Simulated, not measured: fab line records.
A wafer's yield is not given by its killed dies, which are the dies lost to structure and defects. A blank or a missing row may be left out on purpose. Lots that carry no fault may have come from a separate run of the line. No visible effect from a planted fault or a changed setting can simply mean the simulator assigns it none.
Matching of chambers -- flow nandHarc -- 3 sister chambers for NHARC_A_CHANNEL_HOLE_D1_DEP_01 on pecvd-01
The step deposits SiON, target thk 140 nm. 3 wafers are shown with their chamber, then 9 later ones without.

## EACH WAFER AND ITS CHAMBER
wafer,chamber,heaterPowerW (W)
L084.6,1,705
L090.3,0,880
L090.6,2,755

## WAFERS WITHOUT THEIR CHAMBER
wafer,heaterPowerW (W)
L091.1,957
L091.3,777
L091.5,989
L091.2,722
L091.4,731
L091.6,780
L097.1,1062
L097.3,664
L097.6,739

## CHAMBER TAKEN BY EACH
wafer,from the rows above,in truth
L091.1,can't be placed: 0 or 2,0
L091.3,can't be placed: 2 or 1 or 0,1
L091.5,can't be placed: 0 or 2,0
L091.2,can't be placed: 1 or 2 or 0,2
L091.4,can't be placed: 2 or 1 or 0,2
L091.6,can't be placed: 2 or 1 or 0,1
L097.1,can't be placed: 0 or 2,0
L097.3,can't be placed: 1 or 2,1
L097.6,can't be placed: 2 or 1 or 0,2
Correctly placed: 0 of 9. Unplaceable from these rows: 9, with the true chamber sitting among the candidates in 9. 0 placed wrongly.
How it was worked out, from the rows above alone: a wafer's distance from a chamber is the root of the sum, over the readings, of the square of ((its reading less the chamber's mean) divided by the reading's scatter). If the next closest chamber is less than 2 further off than the closest, the wafer can't be placed; otherwise it belongs to the closest. For every chamber, the mean is computed from those of its wafers that are shown. The scatter: with one shown wafer a chamber, the root of the mean of the squares of how far each hidden wafer lies from its nearest shown one.
